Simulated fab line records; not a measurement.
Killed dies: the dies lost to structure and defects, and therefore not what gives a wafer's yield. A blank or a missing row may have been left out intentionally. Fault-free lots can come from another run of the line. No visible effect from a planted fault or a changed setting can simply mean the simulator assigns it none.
fab line records	flow n5-finfet	part 1 of 2: steps 1 to 6 of 7
[record] lots = 8	wafers = 24	last-day = 18
route steps=1938 shown BEOL_M2@881 BEOL_M4@1111 PASSIVATION@1936
lots that met no fault: taken from a fault-free run of the same line
start-h: hours from the record's opening day to when the first of the lot's shown wafers began	wait-h: how many hours have passed since the lot's step before this one	" the same as in the row above	L1.1+2: one row covering several wafers at once	- value missing, or start not given	* or withheld: withheld	< > ~ a bound
route shown NAME@n: NAME is a module with steps in the file, n the number in the route of the first one	usual: mean and standard deviation over wafers with no fault	same: alike in all rows	chamber/n: place in a boat	sites: the reading at each site	_std_site: standard deviation of those values	_edge_site: outer sites' mean less inner sites'	radius-mm: for every site, how far away it sits from the centre of the wafer	mask NAME#n: copy n	behind: the last tool/chamber to shape the wafer	hold: cause of the lot's hold/its duration in hours/its outcome	device: the n, p or np transistor that did not switch	end of line: tests run on the same wafers once the route is complete	step lacking rows: just its recipe	killed: count of dies lost to structure and defects at first sort (not the wafer's yield)	map: dies across one wafer; x = killed, . = not, _ = none there
set.NAME: the run value of the setting; set.NAME@STEP: its run value at that earlier step	model.NAME: the simulator's own value behind a step, which no gauge read
one table for each step of the route and one row for each wafer, over a sample of lots
services: when a tool's chamber went out of use (start-h, in hours from the record's first day, below 0 if earlier), for how many hours, and the reason
[[steps]]
[step N5_BEOL_M2_ETCH_69]
[recipe] chemistry = CF4	target = SiARC	target-depth-a = 156	mask-material = CAR-EUV	time-s = 26	ion-energy-ev = 80	pressure-mtorr = 40	source-w = 545	bias-w = 36	Ar_flow_sccm = 100	cf4-flow-sccm = 100	ends = cleared
[usual] bias-w = 36.00/0.11	cf4-flow-sccm = 99.93/0.28	drypump-motor-current-A = 5.6/0.45	etch-rf-on-time-s = 25.9/0.46	oes-product-au = 0.70/0.062	rf-vpp-V = 184.5/1.3	showerhead-plenum-p-Torr = 2.17/0.079	throttle-valve-pct = 15.56/0.17
lot.wafer	tool	chamber	start-h	wait-h	bias-w	cf4-flow-sccm	drypump-motor-current-A	etch-rf-on-time-s	oes-product-au	rf-hours-counter-h	rf-vpp-V	showerhead-plenum-p-Torr	throttle-valve-pct
L998.1	rie-diel-03	3	159.40	0.0	35.96	100.10	5.6	25.7	0.71	85	183.1	2.07	15.35
L998.3	"	2	"	"	36.02	100.74	5.6	26.8	0.71	63	182.1	2.08	15.63
L998.6	"	0	"	"	36.07	99.99	5.1	26.0	0.68	-	185.4	2.24	15.62
L101.1	rie-diel-06	1	173.63	0.0	36.16	100.20	5.9	25.6	0.78	32	184.9	2.28	15.49
L101.4	"	0	"	"	36.12	99.98	5.3	26.1	0.79	13	184.4	2.18	15.45
L101.6	"	2	"	"	36.18	99.97	5.3	25.5	0.59	-	183.2	2.19	15.83
L104.3	rie-diel-03	0	205.90	0.0	35.85	99.81	5.2	25.9	0.67	116	184.9	2.24	15.68
L104.4	"	2	"	"	36.08	99.50	5.6	26.4	0.71	81	184.5	2.07	15.66
L104.6	"	2	"	"	36.01	99.87	5.6	26.5	0.70	-	184.1	2.07	15.66
L108.3	rie-diel-03	0	232.81	0.0	35.90	100.11	5.2	26.2	0.66	127	185.7	2.23	15.69
L108.5	"	2	"	"	35.73	100.07	5.6	26.6	0.68	-	183.3	2.07	15.69
L108.6	"	3	"	"	36.12	100.43	5.7	25.6	0.68	-	182.4	2.06	15.41
L110.1	rie-diel-03	1	233.00	0.0	35.94	99.78	6.2	26.1	0.67	118	185.1	2.16	15.37
L110.3	"	0	"	"	36.06	100.15	5.1	26.1	0.65	127	184.7	2.23	15.71
L110.6	"	3	"	"	35.89	99.72	5.7	25.7	0.68	-	184.4	2.06	15.40
L111.1	rie-diel-06	2	235.79	0.0	36.20	100.16	5.3	24.9	0.83	2	185.3	2.19	15.39
L111.4	"	1	"	"	36.01	99.79	5.9	25.2	0.76	57	186.1	2.27	15.52
L111.6	"	0	"	"	36.10	99.89	5.2	26.0	0.75	-	185.0	2.17	15.48
L112.2	rie-diel-06	2	247.55	0.0	36.21	99.85	5.4	24.8	0.83	4	184.3	2.19	15.40
L112.3	"	1	"	"	35.94	99.44	5.9	25.0	0.75	61	186.7	2.27	15.53
L112.6	"	2	"	"	35.99	100.22	5.4	24.8	0.83	-	184.4	2.19	15.38
L114.3	rie-diel-03	2	262.18	0.0	36.10	100.24	5.6	27.1	0.67	101	183.5	2.07	15.70
L114.5	"	3	"	"	36.21	99.87	5.7	26.0	0.67	-	183.6	2.06	15.42
L114.6	"	0	"	"	36.15	100.03	5.2	26.4	0.65	-	184.9	2.23	15.72
[step N5_BEOL_M2_ETCH_70]
[recipe] chemistry = N2/H2	target = SOC	target-depth-a = 800	overetch-a = 240	mask-material = SiARC	temp-c = 40	time-s = 130	ion-energy-ev = 200	pressure-mtorr = 30	source-w = 840	bias-w = 150	n2-flow-sccm = 200	h2-flow-sccm = 200
[usual] bias-w = 150.0/0.42	chamber-pressure-mTorr = 29.999/0.027	drypump-motor-current-A = 5.6/0.56	h2-flow-sccm = 200.0/0.65	oes-product-au = 0.58/0.061	rf-vpp-V = 523.9/2.6	showerhead-plenum-p-Torr = 2.54/0.089	throttle-valve-pct = 17.75/0.24
lot.wafer	tool	chamber	start-h	wait-h	bias-w	chamber-pressure-mTorr	drypump-motor-current-A	h2-flow-sccm	oes-product-au	rf-hours-counter-h	rf-vpp-V	showerhead-plenum-p-Torr	throttle-valve-pct
L998.1	rie-diel-04	3	175.48	0.0	149.6	30.036	5.8	200.0	0.52	186	523.7	2.52	17.56
L998.3	"	0	"	"	149.8	30.009	5.0	199.9	0.60	92	521.4	2.46	17.84
L998.6	"	2	"	"	149.5	29.997	6.8	199.5	0.51	-	522.9	2.51	18.25
L101.1	rie-diel-06	2	185.82	0.0	150.1	30.013	5.4	200.1	0.51	243	527.4	2.59	17.90
L101.4	"	1	"	"	150.7	29.999	5.9	201.0	0.66	36	527.5	2.71	17.66
L101.6	"	0	"	"	151.1	29.964	5.3	199.9	0.67	-	526.1	2.60	17.74
L104.3	rie-diel-04	1	223.28	0.0	150.0	29.960	5.8	200.2	0.55	190	519.9	2.42	17.48
L104.4	"	2	"	"	149.5	29.987	6.8	200.9	0.50	230	522.9	2.51	18.27
L104.6	"	3	"	"	150.1	29.999	5.8	200.7	0.52	-	522.9	2.51	17.59
L108.3	rie-diel-06	1	251.29	0.0	-	-	-	-	-	-	-	-	-
L108.5	"	3	"	"	-	-	-	-	-	-	-	-	-
L108.6	"	2	"	"	-	-	-	-	-	-	-	-	-
L110.1	rie-diel-04	3	256.21	0.0	-	-	-	-	-	-	-	-	-
L110.3	"	0	"	"	-	-	-	-	-	-	-	-	-
L110.6	"	3	"	"	-	-	-	-	-	-	-	-	-
L111.1	rie-diel-03	3	256.32	0.0	-	-	-	-	-	-	-	-	-
L111.4	"	2	"	"	-	-	-	-	-	-	-	-	-
L111.6	"	2	"	"	-	-	-	-	-	-	-	-	-
L112.2	rie-diel-04	0	263.29	0.0	150.2	30.008	5.0	198.6	0.58	120	520.9	2.44	17.88
L112.3	"	1	"	"	149.8	30.019	5.8	199.8	0.54	202	518.8	2.42	17.49
L112.6	"	3	"	"	150.5	30.017	5.8	199.4	0.51	-	523.5	2.51	17.63
L114.3	rie-diel-03	0	272.24	0.0	150.0	30.006	5.2	199.0	0.56	140	526.5	2.63	17.78
L114.5	"	2	"	"	150.1	30.058	5.6	200.3	0.60	-	521.9	2.45	17.95
L114.6	"	3	"	"	149.9	30.003	5.7	200.4	0.57	-	520.6	2.44	17.72
[step N5_BEOL_M2_VIA_ETCH_34]
[recipe] chemistry = C4F6/O2	target-depth-a = 694	mask-material = SOC	pressure-mtorr = 15	ion-energy-ev = 250	taper-deg = 4	time-s = 65.9	source-w = 350	bias-w = 170	Ar_flow_sccm = 300	C4F6_flow_sccm = 10	O2_flow_sccm = 10
[usual] C4F6_flow_sccm = 9.991/0.03	O2_flow_sccm = 10.002/0.028	drypump-motor-current-A = 5.6/0.55	oes_ar_750_au = 0.80/0.086	oes-product-au = 0.79/0.089	rf-vpp-V = 664/9.8	showerhead-plenum-p-Torr = 2.85/0.1	throttle-valve-pct = 30.80/0.29
lot.wafer	tool	chamber	start-h	wait-h	C4F6_flow_sccm	O2_flow_sccm	drypump-motor-current-A	oes_ar_750_au	oes-product-au	rf-hours-counter-h	rf-vpp-V	showerhead-plenum-p-Torr	throttle-valve-pct
L998.1	rie-diel-04	3	175.58	0.0	9.983	10.079	5.8	0.72	0.70	186	654	2.85	30.64
L998.3	"	0	"	"	10.023	9.973	5.0	0.82	0.83	92	651	2.78	30.92
L998.6	"	2	"	"	9.975	10.026	6.8	0.69	0.69	-	665	2.82	31.33
L101.1	rie-diel-06	2	185.92	0.0	10.026	9.992	5.4	0.71	0.68	244	667	2.91	30.85
L101.4	"	1	"	"	9.976	9.992	5.9	0.91	0.90	37	674	3.02	30.79
L101.6	"	0	"	"	9.919	10.014	5.3	0.92	0.91	-	662	2.88	30.55
L104.3	rie-diel-04	1	223.38	0.0	9.982	9.916	5.7	0.75	0.74	190	656	2.70	30.24
L104.4	"	2	"	"	10.025	10.015	6.8	0.68	0.66	230	666	2.81	31.34
L104.6	"	3	"	"	9.966	10.014	5.8	0.71	0.70	-	653	2.85	30.65
L108.3	rie-diel-06	1	251.39	0.0	9.954	10.052	5.9	0.87	0.32	62	674	3.01	30.70
L108.5	"	3	"	"	10.002	10.011	5.0	0.89	0.34	-	679	3.03	30.95
L108.6	"	2	"	"	10.030	10.039	5.4	0.95	0.35	-	667	2.90	30.57
L110.1	rie-diel-04	3	256.31	0.0	10.004	9.996	5.8	0.70	0.27	214	652	2.84	30.55
L110.3	"	0	"	"	9.952	10.016	4.9	0.80	0.30	117	651	2.76	30.84
L110.6	"	3	"	"	9.956	10.009	5.8	0.70	0.25	-	652	2.84	30.55
L111.1	rie-diel-03	3	256.42	0.0	9.995	9.981	5.7	0.79	0.30	120	657	2.75	30.71
L111.4	"	2	"	"	9.995	10.014	5.6	0.80	0.30	98	682	2.74	30.61
L111.6	"	2	"	"	10.000	10.031	5.6	0.80	0.31	-	681	2.74	30.61
L112.2	rie-diel-04	0	263.40	0.0	10.014	10.049	4.9	0.79	0.79	120	651	2.76	30.95
L112.3	"	1	"	"	10.048	9.981	5.7	0.74	0.72	202	658	2.70	30.24
L112.6	"	3	"	"	10.021	10.040	5.8	0.69	0.68	-	652	2.84	30.65
L114.3	rie-diel-03	0	272.34	0.0	10.044	10.012	5.2	0.76	0.74	140	667	2.95	30.92
L114.5	"	2	"	"	10.006	9.957	5.6	0.80	0.79	-	681	2.73	30.72
L114.6	"	3	"	"	10.036	9.984	5.7	0.78	0.78	-	656	2.74	30.81
[step N5_BEOL_M2_ETCH_41]
[recipe] chemistry = CH3F/O2	target = SiCN	target-depth-a = 299	taper-deg = 2	time-s = 52.5	ion-energy-ev = 120	mask-material = TiN	pressure-mtorr = 30	source-w = 395	bias-w = 75	Ar_flow_sccm = 150	CH3F_flow_sccm = 30	O2_flow_sccm = 20
[usual] CH3F_flow_sccm = 30.00/0.097	O2_flow_sccm = 20.00/0.061	drypump-motor-current-A = 5.6/0.56	oes-product-au = 0.79/0.09	rf-vpp-V = 297.4/1.6	showerhead-plenum-p-Torr = 2.01/0.073	throttle-valve-pct = 16.34/0.23
lot.wafer	tool	chamber	start-h	wait-h	CH3F_flow_sccm	O2_flow_sccm	drypump-motor-current-A	oes-product-au	rf-hours-counter-h	rf-vpp-V	showerhead-plenum-p-Torr	throttle-valve-pct
L998.1	rie-diel-04	3	-	-	30.02	19.97	5.8	0.71	186	297.6	2.00	16.30
L998.3	"	0	"	"	30.07	20.07	5.0	0.82	92	296.5	1.95	16.38
L998.6	"	2	"	"	29.83	20.01	6.8	0.68	-	296.3	1.98	16.80
L101.1	rie-diel-06	2	-	-	30.08	20.06	5.4	0.69	244	297.6	2.05	16.57
L101.4	"	1	"	"	30.10	20.11	5.9	0.90	37	300.6	2.13	16.17
L101.6	"	0	"	"	29.85	19.91	5.2	0.92	-	299.6	2.03	16.11
L104.3	rie-diel-04	1	-	-	30.01	20.07	5.7	0.73	190	295.6	1.90	16.03
L104.4	"	2	"	"	30.13	19.98	6.8	0.67	230	296.1	1.98	16.83
L104.6	"	3	"	"	29.86	19.88	5.8	0.69	-	296.5	2.00	16.33
L108.3	rie-diel-06	1	-	-	29.96	20.12	5.9	0.87	62	299.2	2.12	16.22
L108.5	"	3	"	"	30.05	20.00	4.9	0.91	-	299.8	2.13	16.53
L108.6	"	2	"	"	29.95	19.87	5.4	0.96	-	297.4	2.04	16.09
L110.1	rie-diel-04	3	-	-	29.99	20.12	5.8	0.68	214	297.4	2.00	16.36
L110.3	"	0	"	"	29.85	19.91	5.0	0.79	117	296.2	1.94	16.43
L110.6	"	3	"	"	29.95	20.09	5.8	0.68	-	297.7	1.99	16.34
L111.1	rie-diel-03	3	-	-	30.05	20.03	5.7	0.78	120	296.3	1.93	16.19
L111.4	"	2	"	"	30.02	19.98	5.6	0.79	98	296.7	1.92	16.37
L111.6	"	2	"	"	29.96	20.11	5.6	0.80	-	296.8	1.92	16.37
L112.2	rie-diel-04	0	-	-	29.95	19.95	4.9	0.78	120	296.4	1.94	16.44
L112.3	"	1	"	"	29.97	19.96	5.7	0.73	203	296.8	1.89	16.06
L112.6	"	3	"	"	29.93	19.97	5.8	0.68	-	297.1	1.99	16.36
L114.3	rie-diel-03	0	-	-	30.10	19.98	5.2	0.75	140	298.5	2.08	16.42
L114.5	"	2	"	"	30.05	19.94	5.6	0.79	-	297.2	1.92	16.39
L114.6	"	3	"	"	29.96	20.08	5.7	0.78	-	295.4	1.93	16.21
[step N5_BEOL_M2_STRIP_97]
[recipe] chemistry = N2/H2	time-s = 10	power-w = 450	temp-c = 40	pressure-mtorr = 20	rf-frequency-hz = 6e+07	bias-power-w = 7	n2-flow-sccm = 200	h2-flow-sccm = 200
[usual] drypump-motor-current-A = 5.6/0.56	h2-flow-sccm = 200.0/0.62	oes-product-au = 0.79/0.089	rf-vpp-V = 59.1/0.81	showerhead-plenum-p-Torr = 2.54/0.089	throttle-valve-pct = 23.5/0.31
lot.wafer	tool	chamber	start-h	wait-h	drypump-motor-current-A	h2-flow-sccm	oes-product-au	rf-hours-counter-h	rf-vpp-V	showerhead-plenum-p-Torr	throttle-valve-pct
L998.1	rie-diel-04	3	-	-	5.8	200.4	0.70	186	59.0	2.52	23.2
L998.3	"	0	"	"	4.9	200.1	0.83	92	59.1	2.45	23.7
L998.6	"	2	"	"	6.8	200.6	0.67	-	59.4	2.51	24.1
L101.1	rie-diel-06	2	-	-	5.4	199.6	0.69	244	60.2	2.58	23.6
L101.4	"	1	"	"	5.9	199.8	0.90	37	60.4	2.70	23.5
L101.6	"	0	"	"	5.3	199.9	0.91	-	59.5	2.59	23.7
L104.3	rie-diel-04	1	-	-	5.7	200.1	0.72	190	60.1	2.42	23.1
L104.4	"	2	"	"	6.8	199.4	0.67	230	59.6	2.50	24.1
L104.6	"	3	"	"	5.8	200.0	0.69	-	59.0	2.51	23.2
L108.3	rie-diel-06	1	-	-	5.9	199.7	0.87	62	59.3	2.69	23.6
L108.5	"	3	"	"	5.0	200.4	0.89	-	60.8	2.67	23.4
L108.6	"	2	"	"	5.4	199.9	0.94	-	59.5	2.58	23.3
L110.1	rie-diel-04	3	-	-	5.8	199.1	0.69	214	58.6	2.51	23.2
L110.3	"	0	"	"	5.0	200.1	0.81	117	58.0	2.44	23.7
L110.6	"	3	"	"	5.8	198.7	0.69	-	58.1	2.51	23.2
L111.1	rie-diel-03	3	-	-	5.7	199.6	0.78	120	57.2	2.44	23.6
L111.4	"	2	"	"	5.6	199.8	0.81	98	59.3	2.45	23.8
L111.6	"	2	"	"	5.6	199.6	0.80	-	58.9	2.45	23.8
L112.2	rie-diel-04	0	-	-	5.0	199.6	0.78	120	57.8	2.44	23.7
L112.3	"	1	"	"	5.8	199.4	0.72	203	59.8	2.41	23.1
L112.6	"	3	"	"	5.8	200.2	0.67	-	59.5	2.50	23.2
L114.3	rie-diel-03	0	-	-	5.2	199.4	0.74	140	59.8	2.63	23.5
L114.5	"	2	"	"	5.6	200.4	0.79	-	60.1	2.44	23.8
L114.6	"	3	"	"	5.7	201.2	0.77	-	59.1	2.44	23.6
[step N5_BEOL_M4_RC_MEAS_101]
[usual] DIBL_N = 36.0/2.2	DIBL_P = 36.2/2.4	IOFF_N = 0.16/0.035	IOFF_P = 0.21/0.037	ION_N = 672/13	ION_P = 461/7	SS_N = 71.4/0.69	SS_P = 73.2/0.75	VT_N = 250/3.4	VT_P = -251/3
lot.wafer	tool	chamber	start-h	wait-h	DIBL_N[mV/V]	DIBL_P[mV/V]	IOFF_N[nA/um]	IOFF_P[nA/um]	ION_N[uA/um]	ION_P[uA/um]	SS_N[mV/dec]	SS_P[mV/dec]	VT_N[mV]	VT_P[mV]
L998.1	prober-02	0	232.31	0.0	34.8	35.5	0.14	0.20	672	463	70.9	73.6	252	-252
L998.3	"	0	"	"	34.9	35.1	0.14	0.20	666	462	70.7	72.9	251	-248
L998.6	"	0	"	"	33.5	34.3	0.12	0.18	661	457	70.3	72.7	254	-251
L101.1	prober-02	0	235.70	0.0	34.2	33.5	0.13	0.18	675	465	70.3	72.5	252	-250
L101.4	"	0	"	"	36.7	37.9	0.18	0.24	684	471	71.8	73.6	246	-246
L101.6	"	0	"	"	36.2	36.5	0.16	0.22	683	460	70.8	73.1	249	-250
L104.3	prober-02	0	264.73	0.3	34.0	32.1	0.13	0.18	666	458	71.1	72.2	253	-250
L104.4	"	0	"	"	36.6	35.7	0.18	0.24	673	470	72.5	73.2	246	-246
L104.6	"	0	"	"	33.7	32.3	0.12	0.18	665	460	70.4	72.5	253	-248
L112.2	prober-01	0	304.76	0.2	40.9	41.1	0.26	0.30	700	476	72.6	75.2	243	-247
L112.3	"	0	"	"	38.3	37.2	0.18	0.23	689	466	71.8	73.6	249	-251
L112.6	"	0	"	"	38.9	38.2	0.20	0.24	691	462	71.8	74.7	249	-249
L114.3	prober-01	0	316.21	0.3	36.3	35.8	0.16	0.18	681	460	71.5	72.7	248	-254
L114.5	"	0	"	"	36.5	36.5	0.16	0.19	684	460	71.9	73.1	253	-252
L114.6	"	0	"	"	39.1	39.1	0.21	0.23	696	462	71.9	73.3	245	-251
[[key]]
[first-sign] step = N5_BEOL_M2_ETCH_70	reading = tool-record	direction = missing
[effect] step = N5_BEOL_M2_VIA_ETCH_34	reading = oes-product-au	direction = down	sigmas = 5.5	usual = 0.79	struck = 0.30
[effect] step = N5_PASSIVATION_PROBE_49	reading = killed_at_M0_to_M3	direction = up	sigmas = 99+	usual = 34	struck = 1110
[more-kills-born-at] N5_BEOL_M2_ETCH_70@rie-diel-04 = 3285	N5_BEOL_M2_ETCH_70@rie-diel-06 = 3283	N5_BEOL_M2_ETCH_70@rie-diel-03 = 3126
met-at N5_BEOL_M2_ETCH_70
struck-lots L108,L110,L111
later-rows-left-out L108.3,L108.5,L108.6,L110.1,L110.3,L110.6,L111.1,L111.4,L111.6
not-acting-at N5_BEOL_M2_ETCH_69,N5_BEOL_M2_ETCH_41,N5_BEOL_M2_STRIP_97
onset-between 223.28 251.29
[fault] kind = skipped-step-whole	tool = rie-diel-03,rie-diel-04,rie-diel-06	chamber = -	onset-h = 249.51	steps = N5_BEOL_M2_ETCH_70	scope = struck-lots-only
// later-rows-left-out: the simulator's readings of these wafers behind a module that went badly wrong aren't trusted and aren't shown, but for the sort
